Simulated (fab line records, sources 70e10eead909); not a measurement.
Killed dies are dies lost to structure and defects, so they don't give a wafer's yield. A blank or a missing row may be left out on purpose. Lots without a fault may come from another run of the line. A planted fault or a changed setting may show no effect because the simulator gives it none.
fab line records | flow nand_harc
record lots=5 wafers=15 last_day=24
route steps=1159 shown THIN_TSV@1152 END@1158
lots that met no fault: from a run of the same line without faults
start_h: hours from the record's first day to the start of the lot's first wafer shown | wait_h: hours since the lot's step before | " the same as in the row above | L1.1+2: a row that stands for several wafers | - no value, or no start given | * or withheld: withheld | < > ~ a bound
route shown NAME@n: a module of which the file shows steps, and the number in the route of the first | usual: mean/standard deviation of fault-free wafers | same: alike in all rows | chamber/n: place in a boat | sites: the reading at each site | _std_site: their standard deviation | _edge_site: outer sites' mean less inner sites' | radius_mm: how far each site lies from the wafer's centre | mask NAME#n: copy n | behind: the tool/chamber that last shaped the wafer | hold: why the lot was held/for how many hours/how that ended | device: the transistor (n, p or np) that didn't switch | end of line: the same wafers' tests at the end of the route | a step without rows: its recipe alone | killed: dies lost to structure and defects at the first sort, not the wafer's yield | map: a wafer's dies, x killed, . not, _ none there
set.NAME: the setting as run; set.NAME@STEP: as run at that earlier step | model.NAME: the simulator's own value behind a step, which no gauge read
lots at some steps of the route; a table a step, a row a wafer
services: from which hour (start_h, from the record's first day; less than 0 if before it) a tool's chamber was out of use, for how many hours, and why
## steps
# step NHARC_THIN_TSV_ETCH_36
# recipe target_depth_a=650 over_etch_frac=0.3 time_s=18.571 ion_energy_ev=150 chemistry=Cl2/BCl3
# usual drypump_motor_current_A=5.4/0.52 oes_product_au=1.000/0.0086
# columns lot.wafer tool chamber start_h wait_h drypump_motor_current_A oes_product_au rf_hours_counter_h
L080.2 rie_metal-01 0 461.45 0.2 5.9 1.008 3.5
L080.1 " 1 " " 6.1 1.005 3.5
L080.3 " 0 " " 5.9 1.006 -
L081.2 rie_metal-02 0 472.57 0.2 5.0 0.992 2.4
L081.4 " 0 " " 4.9 1.001 -
L081.5 " 1 " " 4.9 0.992 -
L085.3 rie_metal-02 1 508.69 0.2 4.9 1.000 -
L085.4 " 0 " " 4.9 1.001 -
L085.6 " 0 " " 4.9 0.994 -
L094.1 rie_metal-01 1 542.84 0.2 6.1 0.991 0.9
L094.3 " 0 " " 5.9 1.016 -
L094.6 " 1 " " 6.1 0.991 -
L096.1 rie_metal-03 1 559.10 0.2 5.9 0.990 2.7
L096.3 " 1 " " 5.9 0.993 -
L096.6 " 1 " " 5.9 0.986 -
# step NHARC_THIN_TSV_STRIP_56
# recipe power_w=1500 temp_c=250 chemistry=O2
# usual drypump_motor_current_A=5.6/0.61 heater_power_w=374/33
# columns lot.wafer tool chamber start_h wait_h drypump_motor_current_A heater_power_w rf_hours_counter_h
L080.1 plasma_asher-02 1 462.13 0.7 5.8 324 33
L080.2 " 0 " " 6.5 362 33
L080.3 " 0 " " 6.5 368 -
L081.2 plasma_asher-01 1 472.85 0.3 4.8 412 2
L081.4 " 0 " " 5.7 374 -
L081.5 " 0 " " 5.7 357 -
L085.3 plasma_asher-02 1 508.87 0.2 5.8 326 -
L085.4 " 0 " " 6.5 357 -
L085.6 " 1 " " 5.8 323 -
L094.1 plasma_asher-01 0 543.61 0.8 5.7 373 28
L094.3 " 0 " " 5.8 370 -
L094.6 " 0 " " 5.8 368 -
L096.1 plasma_asher-02 0 559.24 0.1 6.6 347 5
L096.3 " 0 " " 6.5 355 -
L096.6 " 0 " " 6.6 342 -
# step NHARC_THIN_TSV_STRIP_57
# recipe time_s=1200 temp_c=72.5 chemistry=post_etch_residue_remover
# columns lot.wafer tool chamber start_h wait_h
L080.2+1+3 wet_bench-08 3,5,7 462.48 0.3
L081.5+2+4 wet_bench-10 1,3,4 473.15 0.1
L085.4+3+6 wet_bench-08 1,2,5 509.12 0.2
L094.3+1+6 wet_bench-10 3,4,5 543.94 0.2
L096.1+3+6 wet_bench-10 1,3,6 559.54 0.3
# step NHARC_THIN_TSV_CD_MEAS_37
# usual cd_nm=5000.2/2.7
# columns lot.wafer tool chamber start_h wait_h cd_nm
L080.1 cd_sem-01 - 462.92 - 5001.2
L080.2 " - " " 4999.7
L080.3 " - " " 5000.5
L081.2 cd_sem-03 - 473.61 - 5000.5
L081.4 " - " " 5004.1
L081.5 " - " " 5001.4
L085.3 cd_sem-02 - 509.57 - 5000.0
L085.4 " - " " 5002.9
L085.6 " - " " 5000.8
L094.1 cd_sem-03 - 544.36 - 5003.0
L094.3 " - " " 4999.3
L094.6 " - " " 4998.5
L096.1 cd_sem-02 - 559.98 - 5001.7
L096.3 " - " " 4999.0
L096.6 " - " " 4997.7
# step NHARC_THIN_TSV_ANNEAL_58
# recipe temp_c=400 time_s=1800
# usual tube_center_temp_C=400/0.039
# columns lot.wafer tool chamber start_h wait_h tube_center_temp_C
L080.1 furnace-01 0 463.34 0.4 400.01
L080.2 " 0 " " 400.06
L080.3 " 0 " " 399.96
L081.2 furnace-04 0 476.37 2.8 399.97
L081.4 " 0 " " 400.01
L081.5 " 0 " " 399.95
L085.3 furnace-02 0 512.56 3.0 400.01
L085.4 " 0 " " 399.93
L085.6 " 0 " " 399.98
L094.1 furnace-01 0 549.18 4.8 400.02
L094.3 " 0 " " 399.97
L094.6 " 0 " " 399.96
L096.1 furnace-04 0 562.75 2.8 399.96
L096.3 " 0 " " 400.01
L096.6 " 0 " " 400
# step NHARC_THIN_TSV_INSPECT_40
# usual raw_defect_count=465/78
# columns lot.wafer tool chamber start_h wait_h raw_defect_count
L080.1 defect_inspect-02 - 464.79 0.4 435
L080.2 " - " " 530
L080.3 " - " " 432
L081.2 defect_inspect-01 - 477.82 0.4 395
L081.4 " - " " 477
L081.5 " - " " 471
L085.3 defect_inspect-02 - 514.01 0.4 531
L085.4 " - " " 513
L085.6 " - " " 481
L094.1 defect_inspect-02 - 550.63 0.4 425
L094.3 " - " " 445
L094.6 " - " " 498
L096.1 defect_inspect-02 - 564.20 0.4 470
L096.3 " - " " 467
L096.6 " - " " 510
# step NHARC_END_WLT_00
# usual VT_DECK1_BOTTOM=0.873/0.0077 VT_DECK1_BOTTOM_INNER=0.874/0.0074 VT_DECK1_MEDIAN_NEAR_BOTTOM=0.875/0.0079 VT_DECK1_MEDIAN_NEAR_BOTTOM_INNER=0.874/0.0073 VT_DECK1_MIDDLE=0.887/0.0069 VT_DECK1_MIDDLE_INNER=0.887/0.007 VT_DECK1_TOP=0.899/0.0067 VT_DECK1_TOP_INNER=0.899/0.0068
# columns lot.wafer tool chamber start_h wait_h VT_DECK1_BOTTOM VT_DECK1_BOTTOM_INNER VT_DECK1_MEDIAN_NEAR_BOTTOM VT_DECK1_MEDIAN_NEAR_BOTTOM_INNER VT_DECK1_MIDDLE VT_DECK1_MIDDLE_INNER VT_DECK1_TOP VT_DECK1_TOP_INNER
L080.1 prober-02 - 472.63 7.8 0.855 0.869 0.864 0.857 0.880 0.881 0.897 0.891
L080.2 " - " " 0.861 0.868 0.858 0.869 0.882 0.884 0.881 0.894
L080.3 " - " " 0.869 0.870 0.865 0.863 0.877 0.878 0.893 0.894
L081.2 prober-02 - 480.87 3.0 0.875 0.879 0.867 0.875 0.876 0.887 0.900 0.888
L081.4 " - " " 0.869 0.867 0.859 0.869 0.890 0.883 0.905 0.894
L081.5 " - " " 0.876 0.873 0.871 0.880 0.886 0.883 0.896 0.899
L085.3 prober-02 - 515.07 1.1 0.882 0.880 0.877 0.880 0.889 0.894 0.904 0.904
L085.4 " - " " 0.880 0.867 0.876 0.877 0.888 0.887 0.904 0.901
L085.6 " - 516.57 2.6 0.863 0.873 0.877 0.873 0.880 0.874 0.898 0.891
L094.1 prober-02 - 558.56 7.9 0.875 0.871 0.879 0.877 0.881 0.886 0.902 0.890
L094.3 " - 559.57 8.9 0.874 0.880 0.875 0.874 0.892 0.884 0.899 0.901
L094.6 " - 561.09 10.5 0.861 0.859 0.874 0.863 0.883 0.879 0.903 0.907
L096.1 prober-02 - 566.33 2.1 0.866 0.866 0.866 0.869 0.886 0.883 0.896 0.887
L096.3 " - 567.33 3.1 0.880 0.874 0.875 0.875 0.888 0.884 0.893 0.900
L096.6 " - 568.83 4.6 0.862 0.866 0.871 0.870 0.878 0.886 0.897 0.891
## services
# columns tool chamber start_h hours kind
wet_bench-10 - 442.95 6.1 repair
rie_metal-03 - 453.00 9.0 pm
rie_metal-03 0 453.00 9.0 vent_cycle
rie_metal-03 1 453.00 9.0 vent_cycle
plasma_asher-01 - 454.88 9.0 pm
plasma_asher-01 0 454.88 9.0 vent_cycle
plasma_asher-01 1 454.88 9.0 vent_cycle
rie_metal-03 0 462.00 - clean
rie_metal-03 1 462.00 - clean
plasma_asher-01 0 463.88 - clean
plasma_asher-01 1 463.88 - clean
rie_metal-02 - 466.17 0.7 repair
furnace-01 - 494.43 26.0 pm
rie_metal-01 - 509.00 9.0 pm
rie_metal-01 0 509.00 9.0 vent_cycle
rie_metal-01 1 509.00 9.0 vent_cycle
rie_metal-03 1 515.22 3.0 repair
rie_metal-01 0 518.00 - clean
rie_metal-01 1 518.00 - clean
plasma_asher-02 - 537.66 9.0 pm
plasma_asher-02 0 537.66 9.0 vent_cycle
plasma_asher-02 1 537.66 9.0 vent_cycle
plasma_asher-02 0 546.66 - clean
plasma_asher-02 1 546.66 - clean
## key
fault none
